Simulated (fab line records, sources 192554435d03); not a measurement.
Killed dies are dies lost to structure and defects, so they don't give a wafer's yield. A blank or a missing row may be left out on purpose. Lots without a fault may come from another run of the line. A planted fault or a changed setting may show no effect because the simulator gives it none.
One fault seen from 2 desks | flow n5_finfet | each desk has only its own numbers; what lay behind them comes last

THE TOOL OWNER'S DESK: krf_scanner-02
The tool's own readings at N5_MIM_BOT_LITHO_EXPOSE_05 (exposes mask MIM BOT): means of the sampled wafers that have a number, for each lot that ran on this tool. A lot is out of limits, marked OUT, if its mean lies more than 4 standard deviations from the usual mean; the brackets give that distance.
Columns: A = stage_vel_mm_s at N5_MIM_BOT_LITHO_EXPOSE_05, usual 500.07 mm/s
lot  | first seen here | A
L422 | day 12 23:09    | 500.14
L425 | day 13 07:28    | 500.19
L426 | day 13 09:59    | 500.15
L428 | day 14 03:44    | 500.34
L432 | day 15 13:58    | 500.06
L439 | day 16 23:04    | 500.21
L441 | day 17 23:05    | 500.20
This desk's finding: nothing out of limits on any of the 7 lots.

THE METROLOGY DESK
What the gauges read, lot by lot, whatever tool the lot ran on: means of the sampled wafers that have a number. A lot is out of limits, marked OUT, if its mean lies more than 4 standard deviations from the usual mean; the brackets give that distance.
Columns: A = cd_nm at N5_MIM_TOP_LITHO_CD_MEAS_08, usual 1998.9 nm; B = MIM_BOT_OVL at N5_MIM_BOT_LITHO_OVL_MEAS_11, usual -1 nm
lot  | first seen here | A      | B
L421 | day 12 11:33    | 2000.2 | -4
L422 | day 12 22:28    | 1996.3 | -2
L423 | day 13 00:36    | 1995.3 | -3
L425 | day 13 06:46    | 1999.1 | 6
L426 | day 13 08:48    | 1997.8 | -2
L428 | day 14 03:10    | 1995.7 | 3
L429 | day 14 07:10    | 1996.6 | -2
L432 | day 15 13:07    | 1998.1 | -2
L439 | day 16 22:23    | 1997.6 | 565 (+99 or more) OUT
L441 | day 17 22:22    | 2002.1 | 561 (+99 or more) OUT
This desk's finding: out of limits on L439, L441; first on L439, day 16 23:16 (MIM_BOT_OVL at N5_MIM_BOT_LITHO_OVL_MEAS_11). In limits: L421, L422, L423, L425, L426, L428, L429, L432.

PUT TOGETHER
The metrology desk could have raised an alarm at day 16 23:16, on L439, L441.
The tool owner's desk saw nothing out of limits.
The tool owner's desk has L439, L441 on record, within its limits.
Of the lots named, all ran N5_MIM_BOT_LITHO_EXPOSE_05 on krf_scanner-02.

WHAT THE SIMULATOR HAD PUT IN
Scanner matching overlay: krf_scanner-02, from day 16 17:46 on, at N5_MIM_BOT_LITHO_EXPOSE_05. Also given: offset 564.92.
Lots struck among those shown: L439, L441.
Hours from the fault's start to each desk's first reading out of limits: the metrology desk, 6.
